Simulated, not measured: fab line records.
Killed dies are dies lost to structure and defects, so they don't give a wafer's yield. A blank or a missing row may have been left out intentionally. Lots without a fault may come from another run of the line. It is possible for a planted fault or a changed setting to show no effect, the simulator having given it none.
Matching of chambers || flow nandHarc || NHARC_A_STAIRCASE_TRIM_229 on rieDiel-08 has 4 sister chambers
The step chemistry O2, time 211.2 s. 4 wafers are shown with their chamber, then 7 later ones without.

WAFERS WITH THEIR CHAMBER
{"wafer": "L081.3", "chamber": 1, "showerheadPlenumPTorr (Torr)": 3.36}
{"wafer": "L086.2", "chamber": 0, "showerheadPlenumPTorr (Torr)": 3.49}
{"wafer": "L086.5", "chamber": 3, "showerheadPlenumPTorr (Torr)": 3.46}
{"wafer": "L087.5", "chamber": 2, "showerheadPlenumPTorr (Torr)": 3.48}

WAFERS MISSING THEIR CHAMBER
{"wafer": "L087.6", "showerheadPlenumPTorr (Torr)": 3.45}
{"wafer": "L096.1", "showerheadPlenumPTorr (Torr)": 3.47}
{"wafer": "L096.3", "showerheadPlenumPTorr (Torr)": 3.45}
{"wafer": "L096.5", "showerheadPlenumPTorr (Torr)": 3.45}
{"wafer": "L097.1", "showerheadPlenumPTorr (Torr)": 3.34}
{"wafer": "L097.2", "showerheadPlenumPTorr (Torr)": 3.47}
{"wafer": "L097.3", "showerheadPlenumPTorr (Torr)": 3.44}

WHICH CHAMBER EACH WENT THROUGH
{"wafer": "L087.6", "from the rows above": "can't be placed: 3 or 2", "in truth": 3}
{"wafer": "L096.1", "from the rows above": "can't be placed: 2 or 3 or 0", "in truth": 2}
{"wafer": "L096.3", "from the rows above": "can't be placed: 3 or 2", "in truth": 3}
{"wafer": "L096.5", "from the rows above": "can't be placed: 3 or 2", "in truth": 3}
{"wafer": "L097.1", "from the rows above": 1, "in truth": 1}
{"wafer": "L097.2", "from the rows above": "can't be placed: 2 or 3 or 0", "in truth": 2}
{"wafer": "L097.3", "from the rows above": "can't be placed: 3 or 2", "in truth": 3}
Correct placement for 1 of the 7. Cannot be placed on the basis of these rows: 6; the candidates contain the true chamber in 6. 0 placed wrongly.
How it was worked out, from the rows above alone: a wafer's distance from a chamber is the root of the sum, over the readings, of the square of ((its reading less the chamber's mean) divided by the reading's scatter). The wafer belongs to the nearest chamber; if the next one is less than 2 further off, it can't be placed. A chamber's mean is the mean of its shown wafers. The scatter: root of mean squared gap, hidden wafer to nearest shown wafer, with one shown wafer a chamber.
